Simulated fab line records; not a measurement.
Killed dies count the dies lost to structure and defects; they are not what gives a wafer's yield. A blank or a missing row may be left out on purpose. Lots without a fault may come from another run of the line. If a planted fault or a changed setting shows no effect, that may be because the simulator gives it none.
fab line records    flow nand_harc
record: lots: 13  wafers: 39  last_day: 24
route steps=1159 shown A_CONTACT@917 A_M1@1058 A_BONDPAD@1080 END@1159
lots with no fault: from the same line, run without faults
start_h: hours from the record's opening day to when the first of the lot's shown wafers began    wait_h: how many hours have passed since the lot's step before this one    " identical to the entry in the row above    L1.1+2: a row that stands for several wafers    - no value, or no start was given    * or withheld: withheld    < > ~ a bound
route shown NAME@n: a module of which the file shows steps, and the number in the route of the first    usual: mean/standard deviation of fault-free wafers    same: alike in all rows    chamber/n: place in a boat    sites: each site's reading    _std_site: the standard deviation of these    _edge_site: the outer-site mean with the inner-site mean subtracted    radius_mm: for every site, how far away it sits from the centre of the wafer    mask NAME#n: copy n    behind: tool/chamber where the wafer was last shaped    hold: cause of the lot's hold/its duration in hours/its outcome    device: which transistor (n, p or np) failed to switch    end of line: the tests these same wafers got at the end of their route    a step given without rows: its recipe and nothing more    killed: dies that structure and defects cost at the first sort, which is not the same as the wafer's yield    map: shows each die of a wafer: x if killed, . if not, _ if none is there
set.NAME: the setting the step ran with; set.NAME@STEP: the setting that earlier step ran with    model.NAME: the simulator's own value behind a step, which no gauge read
the route's steps for a sample of lots (tables are steps, rows are wafers)
services: from which hour (start_h, from the record's first day; less than 0 if before it) a tool's chamber was out of use, for how many hours, and why
== steps ==
step: NHARC_A_CONTACT_STRIP_103
recipe: n2_flow_sccm: 150  h2_flow_sccm: 150  ar_flow_sccm: 0  bias_w: 0  chemistry: N2/H2
lot.wafer   tool         chamber  start_h  wait_h
L309.2+6+5  rie_diel-07  0,1,2    383.87   0.1
L308.4+1+6  rie_diel-07  2,0,3    393.63   0.1
L312.2+3+6  rie_diel-05  3,0,2    394.67   0.1
L313.3+1+5  rie_diel-07  1,3,1    402.33   0.1
L310.3+4+6  rie_diel-05  1,2,0    408.39   0.1
L314.4+2+3  rie_diel-07  1,2,0    416.58   0.1
L315.2+3+5  rie_diel-05  1,2,2    424.36   0.1
L316.1+6+5  rie_diel-13  0,0,1    439.03   0.1
L318.4+3+1  rie_diel-07  0,1,2    459.54   0.1
L321.1+6+5  rie_diel-07  0,2,3    461.59   0.1
L329.3+4+1  rie_diel-05  1,3,0    504.40   0.1
L327.4+1+5  rie_diel-05  0,1,3    509.25   0.1
L330.3+2+6  rie_diel-13  2,3,1    512.86   0.1
step: NHARC_A_M1_DEP_33
recipe: target_thk_a: 300  temp_c: 370  target_thk_nm: 30  pressure_torr: 3  flow_sccm: 200  rf_w: 450  material: SiCN
usual: heater_power_w: 563/71
lot.wafer  tool      chamber  start_h  wait_h  heater_power_w
L309.2     pecvd-01  2        409.22   0.1     564
L309.6     "         0        "        "       710
L309.5     "         2        "        "       566
L312.3     pecvd-02  1        416.30   0.1     430
L312.2     "         2        "        "       555
L312.6     "         1        "        "       446
L308.1     pecvd-04  0        416.35   0.1     536
L308.6     "         2        "        "       451
L308.4     "         0        "        "       551
L313.3     pecvd-04  1        425.91   0.1     657
L313.1     "         2        "        "       571
L313.5     "         1        "        "       681
L310.3     pecvd-01  0        431.72   0.1     604
L310.6     "         1        "        "       556
L310.4     "         2        "        "       532
L314.2     pecvd-01  0        444.98   0.1     642
L314.3     "         2        "        "       521
L314.4     "         1        "        "       598
L315.2     pecvd-02  0        451.10   0.1     517
L315.3     "         1        "        "       435
L315.5     "         0        "        "       524
L316.1     pecvd-04  1        467.95   0.1     610
L316.6     "         1        "        "       626
L316.5     "         2        "        "       493
L318.1     pecvd-02  0        482.01   0.1     489
L318.3     "         1        "        "       379
L318.4     "         2        "        "       566
L321.1     pecvd-04  2        484.01   0.1     570
L321.6     "         1        "        "       613
L321.5     "         2        "        "       570
L329.3     pecvd-02  2        528.12   0.1     473
L329.1     "         0        "        "       559
L329.4     "         2        "        "       478
L327.1     pecvd-04  2        532.62   0.1     575
L327.4     "         2        "        "       577
L327.5     "         1        "        "       669
L330.3     pecvd-04  1        535.97   0.1     673
L330.2     "         0        "        "       582
L330.6     "         0        "        "       599
step: NHARC_A_BONDPAD_ETCH_24
recipe: target_depth_a: 300  over_etch_frac: 0.3  time_s: 72.99  ion_energy_ev: 150  cf4_flow_sccm: 50  n2_flow_sccm: 100  ar_flow_sccm: 150  rf_w: 300  bias_w: 100  chemistry: CF4/N2
usual: drypump_motor_current_A: 5.7/0.35  oes_product_au: 0.998/0.012  rf_vpp_V: 313.6/1.9  showerhead_plenum_p_Torr: 2.59/0.093  throttle_valve_pct: 19.795/0.0088
same: over_etch_frac: 0.3
lot.wafer  tool         chamber  start_h  wait_h  drypump_motor_current_A  oes_product_au  rf_hours_counter_h  rf_vpp_V  showerhead_plenum_p_Torr  throttle_valve_pct
L309.2     rie_diel-10  1        -        -       5.2                      0.994           1                   311.6     2.51                      19.782
L309.6     "            1        "        "       5.2                      1.004           -                   312.6     2.51                      19.809
L309.5     "            2        "        "       5.6                      0.989           -                   310.9     2.46                      19.801
L308.4     rie_diel-07  0        -        -       6.3                      0.997           1                   313.9     2.57                      19.802
L308.1     "            1        "        "       6.1                      0.992           1                   313.6     2.62                      19.802
L308.6     "            0        "        "       6.4                      1.004           -                   315.4     2.57                      19.774
L312.3     rie_diel-10  3        -        -       5.5                      0.993           2                   315.3     2.74                      19.786
L312.2     "            0        "        "       5.9                      0.995           2                   313.6     2.64                      19.793
L312.6     "            2        "        "       5.5                      1.003           -                   311.6     2.46                      19.797
L313.3     rie_diel-10  1        -        -       5.2                      1.006           2                   312.4     2.51                      19.794
L313.1     "            0        "        "       5.9                      0.994           2                   313.7     2.64                      19.806
L313.5     "            2        "        "       5.6                      1.009           -                   311.0     2.46                      19.799
L310.4     rie_diel-10  1        -        -       5.2                      1.000           2                   314.0     2.51                      19.798
L310.3     "            3        "        "       5.5                      1.006           3                   317.3     2.74                      19.810
L310.6     "            0        "        "       5.9                      0.998           -                   315.8     2.64                      19.811
L314.3     rie_diel-07  3        -        -       5.8                      1.011           12                  315.2     2.65                      19.806
L314.4     "            1        "        "       6.1                      0.994           13                  313.4     2.61                      19.795
L314.2     "            2        "        "       5.9                      1.023           12                  314.6     2.61                      19.808
L315.2     rie_diel-05  3        -        -       5.4                      0.994           19                  312.2     2.60                      19.788
L315.3     "            1        "        "       5.2                      0.998           19                  314.3     2.68                      19.800
L315.5     "            2        "        "       6.4                      1.008           -                   312.1     2.49                      19.801
L316.1     rie_diel-10  3        470.88   0.1     5.4                      0.981           3                   316.5     2.74                      19.785
L316.5     "            3        "        "       5.4                      0.986           -                   317.0     2.74                      19.799
L316.6     "            2        "        "       5.5                      0.988           -                   310.5     2.46                      19.793
L318.3     rie_diel-10  2        485.20   0.6     5.6                      0.978           4                   310.6     2.46                      19.794
L318.1     "            0        "        "       5.9                      0.983           4                   314.9     2.64                      19.802
L318.4     "            3        "        "       5.4                      0.996           -                   316.2     2.74                      19.798
L321.1     rie_diel-10  2        486.58   0.1     5.5                      0.989           4                   311.8     2.46                      19.783
L321.6     "            2        "        "       5.6                      0.986           -                   310.8     2.46                      19.793
L321.5     "            3        "        "       5.4                      1.010           -                   315.4     2.74                      19.790
L329.4     rie_diel-05  0        530.72   -       5.4                      1.008           1                   313.8     2.66                      19.779
L329.1     "            1        "        "       5.2                      1.007           1                   315.7     2.67                      19.794
L329.3     "            2        "        "       6.4                      1.032           1                   311.2     2.48                      19.793
L327.1     rie_diel-07  0        -        -       6.4                      1.003           45                  313.1     2.56                      19.797
L327.4     "            2        "        "       5.9                      1.030           42                  314.3     2.60                      19.796
L327.5     "            0        "        "       6.3                      1.000           -                   315.0     2.56                      19.797
L330.3     rie_diel-05  3        -        -       5.4                      1.019           3                   313.2     2.59                      19.796
L330.2     "            2        "        "       6.4                      1.011           3                   313.7     2.48                      19.797
L330.6     "            3        "        "       5.4                      1.031           -                   313.9     2.59                      19.802
step: NHARC_A_BONDPAD_DEGAS_25
recipe: temp_c: 300  time_s: 60
usual: heater_power_w: 453/26
lot.wafer  tool            chamber  start_h  wait_h  heater_power_w
L309.2     pvd_sputter-01  -        412.55   -       396
L309.6     "               -        "        "       474
L309.5     "               -        "        "       415
L308.4     pvd_sputter-01  -        419.23   -       480
L308.1     "               -        "        "       493
L308.6     "               -        "        "       480
L312.2     pvd_sputter-03  -        419.40   -       473
L312.3     "               -        "        "       426
L312.6     "               -        "        "       477
L313.1     pvd_sputter-01  -        429.04   -       405
L313.3     "               -        "        "       472
L313.5     "               -        "        "       489
L310.3     pvd_sputter-02  -        434.45   -       429
L310.4     "               -        "        "       441
L310.6     "               -        "        "       449
L314.3     pvd_sputter-03  -        447.78   -       435
L314.4     "               -        "        "       440
L314.2     "               -        "        "       423
L315.2     pvd_sputter-02  -        453.90   -       471
L315.3     "               -        "        "       433
L315.5     "               -        "        "       493
L316.1     pvd_sputter-02  -        471.31   -       434
L316.6     "               -        "        "       434
L316.5     "               -        "        "       428
L318.4     pvd_sputter-01  -        485.61   -       485
L318.1     "               -        "        "       473
L318.3     "               -        "        "       476
L321.1     pvd_sputter-03  -        487.01   -       449
L321.5     "               -        "        "       409
L321.6     "               -        "        "       414
L329.3     pvd_sputter-02  -        531.11   -       484
L329.1     "               -        "        "       454
L329.4     "               -        "        "       432
L327.1     pvd_sputter-02  -        535.56   -       427
L327.4     "               -        "        "       442
L327.5     "               -        "        "       435
L330.2     pvd_sputter-02  -        538.83   -       444
L330.3     "               -        "        "       428
L330.6     "               -        "        "       488
step: NHARC_END_SORT_01
recipe: temp_c: 25
usual: killed_at_array: 29/11  killed_at_other: 0.5/0.89  killed_at_periphery: 3.3/2  killed_dies: 32/11  killed_open: 3.1/1.9  killed_short: 2.3/1.6
same: gross_dies: 677
lot.wafer  tool       chamber  start_h  wait_h  killed_at_array  killed_at_other  killed_at_periphery  killed_dies  killed_open  killed_short
L321.1     prober-02  0        518.85   2.5     73               0                2                    75           4            4
L321.5     prober-02  0        522.02   3.7     22               1                2                    25           5            1
L321.6     prober-02  0        522.81   4.0     32               0                1                    33           7            1
killed by level:class
L321.1 A_CONTACT:unspecified=43 A_CHANNEL_HOLE_D1:chamber_film_flake=22 P_CONTACT:geometric_particle:open=2 A_CONTACT:chamber_film_flake=2 A_ONON_D1:geometric_particle:short=1 A_CHANNEL_FILL_D1:geometric_particle:short=1 A_CHANNEL_FILL_D1:geometric_particle:open=1 A_SGD_CUT:geometric_particle:open=1
L321.5 A_CHANNEL_HOLE_D1:chamber_film_flake=16 P_M1:geometric_particle:open=2 A_CHANNEL_FILL_D1:geometric_particle:short=1 A_WL_FILL:geometric_particle:open=1 A_CONTACT:geometric_particle:open=1 A_BLC:geometric_particle:open=1 A_STAIRCASE:chamber_film_flake=1 A_CONTACT:chamber_film_flake=1
L321.6 A_CHANNEL_HOLE_D1:chamber_film_flake=23 A_CONTACT:geometric_particle:open=4 A_STAIRCASE:chamber_film_flake=2 P_M2:geometric_particle:open=1 A_WL_FILL:geometric_particle:short=1 A_WL_FILL:geometric_particle:open=1 A_M0:geometric_particle:open=1
== services ==
tool            chamber  start_h  hours  kind
pecvd-04        -        376.27   13.0   pm
rie_diel-13     -        377.73   0.4    repair
rie_diel-10     1        383.96   9.9    repair
pvd_sputter-02  -        392.03   10.0   pm
rie_diel-05     1        392.31   2.7    repair
rie_diel-07     -        405.27   9.0    pm
pecvd-01        0        414.26   6.1    repair
pecvd-01        -        418.23   13.0   pm
pecvd-02        1        419.08   12.6   repair
rie_diel-05     3        429.14   11.9   repair
pvd_sputter-03  -        458.15   10.0   pm
rie_diel-10     1        459.01   34.6   repair
pvd_sputter-01  -        460.96   2.0    repair
pvd_sputter-02  -        462.66   7.2    repair
pecvd-04        0        466.14   5.1    repair
pecvd-01        1        478.96   6.3    repair
rie_diel-07     -        489.58   0.3    repair
rie_diel-10     2        493.23   9.3    repair
rie_diel-07     1        512.87   5.5    repair
pvd_sputter-01  -        514.00   10.0   pm
pecvd-02        -        515.00   13.0   pm
rie_diel-05     -        517.79   9.0    pm
pecvd-01        -        526.40   1.6    repair
rie_diel-10     -        530.61   9.0    pm
== key ==
first_sign: step: NHARC_END_SORT_01  reading: killed_at_array  direction: up  sigmas: 4  usual: 29  struck: 73
effect: step: NHARC_END_SORT_01  reading: killed_dies  direction: up  sigmas: 3.8  usual: 32  struck: 75
more_kills_born_at: NHARC_A_CONTACT_STRIP_103@rie_diel-07: 43
met_at NHARC_A_CONTACT_STRIP_103
struck_lots L321
struck_wafers L321.1
tester_left_out L321
not_acting_at NHARC_A_M1_DEP_33,NHARC_A_BONDPAD_ETCH_24,NHARC_A_BONDPAD_DEGAS_25
onset_between 459.54 461.59
fault: kind: chamber_particle_source  tool: rie_diel-07  chamber: 0  onset_h: 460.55  steps: NHARC_A_CONTACT_STRIP_103  rate_per_visit_cm2: 2.1329  end_h: 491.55
tester_left_out: of these lots the tester's yield and bins aren't shown, on N5 and GAA mostly nor the transistor test; their killed dies are dies lost to structure and defects alone, not to doping, threshold or leakage, so they don't give the yield
